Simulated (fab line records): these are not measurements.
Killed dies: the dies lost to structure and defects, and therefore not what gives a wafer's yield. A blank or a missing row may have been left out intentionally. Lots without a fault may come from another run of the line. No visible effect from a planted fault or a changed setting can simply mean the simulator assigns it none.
Matching of chambers	flow nand harc	cmp-04 running NHARC_A_STAIRCASE_CMP_472: 4 sister chambers
The step polishes SiO2. 4 wafers are shown with their chamber, then 7 later ones without.

EACH WAFER AND ITS CHAMBER
wafer	chamber	motor current A (A)
L084.6	3	12.5
L085.4	0	13.0
L087.1	2	13.5
L087.2	1	15.0

WAFERS WITH NO CHAMBER GIVEN
wafer	motor current A (A)
L087.6	12.9
L090.1	13.5
L090.2	14.0
L090.4	15.0
L096.2	13.5
L096.4	14.2
L096.5	13.5

EACH ONE'S CHAMBER
wafer	from the rows above	in truth
L087.6	can't be placed: 0 or 3 or 2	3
L090.1	can't be placed: 2 or 0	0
L090.2	can't be placed: 2 or 0 or 1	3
L090.4	1	1
L096.2	can't be placed: 2 or 0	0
L096.4	can't be placed: 2 or 1 or 0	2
L096.5	can't be placed: 2 or 0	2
Placed correctly: 1 of 7. Unplaceable from these rows: 6, with the true chamber sitting among the candidates in 5. 0 placed wrongly.
How it was worked out, from the rows above alone: a wafer's distance from a chamber is the root of the sum, over the readings, of the square of ((its reading less the chamber's mean) divided by the reading's scatter). The wafer belongs to the nearest chamber; if the next one is less than 2 further off, it can't be placed. The mean given for a chamber averages the wafers shown for that chamber. The scatter: root of mean squared gap, hidden wafer to nearest shown wafer, with one shown wafer a chamber.
